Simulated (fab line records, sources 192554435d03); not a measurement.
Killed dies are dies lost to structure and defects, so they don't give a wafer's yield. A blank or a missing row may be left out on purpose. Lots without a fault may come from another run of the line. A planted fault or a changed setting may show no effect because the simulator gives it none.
One fault seen from 3 desks | flow n5_finfet | each desk has only its own numbers; what lay behind them comes last

THE DEFECT DESK
What the inspections along the route counted, lot by lot: means of the sampled wafers that have a number. A lot is out of limits, marked OUT, if its mean lies more than 4 standard deviations from the usual mean; the brackets give that distance.
Columns: A = raw_defect_count at N5_BEOL_M1_INSPECT_30, usual 432
lot  | first seen here | A
L610 | day 6 10:49     | 373
L612 | day 7 11:14     | 471
L621 | day 9 08:51     | 509
L622 | day 9 12:16     | 339
L629 | day 11 10:46    | 312
This desk's finding: nothing out of limits on any of the 5 lots.

THE TOOL OWNER'S DESK: rie_diel-01
The tool's own readings at N5_BEOL_M1_ETCH_70 (etches SOC in N2/H2, target depth 80 nm, overetch 16 nm, time 120 s): means of the sampled wafers that have a number, for each lot that ran on this tool. A lot is out of limits, marked OUT, if its mean lies more than 4 standard deviations from the usual mean; the brackets give that distance.
Columns: A = drypump_motor_current_A at N5_BEOL_M1_ETCH_70, usual 5.7 A; B = oes_product_au at N5_BEOL_M1_ETCH_70, usual 0.65 a.u.; C = rf_vpp_V at N5_BEOL_M1_ETCH_70, usual 523.4 V; D = showerhead_plenum_p_Torr at N5_BEOL_M1_ETCH_70, usual 2.51 Torr; E = throttle_valve_pct at N5_BEOL_M1_ETCH_70, usual 17.54 %
lot  | first seen here | A   | B    | C     | D    | E
L610 | day 6 15:41     | 5.6 | 0.70 | 523.0 | 2.52 | 17.35
L612 | day 7 21:21     | 5.6 | 0.67 | 523.2 | 2.51 | 17.47
L621 | day 9 10:52     | 5.7 | 0.66 | 522.8 | 2.51 | 17.49
L629 | day 11 14:14    | 5.8 | 0.65 | 522.7 | 2.51 | 17.64
This desk's finding: nothing out of limits on any of the 4 lots.

THE METROLOGY DESK
What the gauges read, lot by lot, whatever tool the lot ran on: means of the sampled wafers that have a number. A lot is out of limits, marked OUT, if its mean lies more than 4 standard deviations from the usual mean; the brackets give that distance. Of its 12 readings 7 are shown: those that lie furthest out on some lot.
Columns: A = cd_nm at N5_BEOL_M1_CD_MEAS_28, usual 23.87 nm; B = V0_OVL at N5_BEOL_M1_OVL_MEAS_29, usual 0.1 nm; C = IOFF_P at N5_BEOL_M4_RC_MEAS_101, usual 0.24 nA/um; D = ION_P at N5_BEOL_M4_RC_MEAS_101, usual 461 uA/um; E = SS_N at N5_BEOL_M4_RC_MEAS_101, usual 71.8 mV/dec; F = SS_P at N5_BEOL_M4_RC_MEAS_101, usual 73.6 mV/dec; G = VT_P at N5_BEOL_M4_RC_MEAS_101, usual -249 mV
lot  | first seen here | A     | B    | C    | D   | E    | F    | G
L610 | day 6 10:43     | 24.01 | 0.8  | 0.25 | 465 | 72.5 | 73.6 | -247
L612 | day 7 11:09     | 23.55 | 0.1  | 0.27 | 464 | 72.2 | 74.7 | -247
L621 | day 9 08:46     | 23.93 | 0.4  | 0.35 | 476 | 72.8 | 74.0 | -240
L622 | day 9 12:10     | 23.96 | -0.1 | 0.24 | 461 | 72.2 | 73.5 | -247
L629 | day 11 10:40    | 23.96 | 1.1  | 0.29 | 464 | 71.8 | 73.4 | -244
This desk's finding: nothing out of limits on any of the 5 lots.

PUT TOGETHER
The defect desk saw nothing out of limits.
The tool owner's desk saw nothing out of limits.
The metrology desk saw nothing out of limits.

WHAT THE SIMULATOR HAD PUT IN
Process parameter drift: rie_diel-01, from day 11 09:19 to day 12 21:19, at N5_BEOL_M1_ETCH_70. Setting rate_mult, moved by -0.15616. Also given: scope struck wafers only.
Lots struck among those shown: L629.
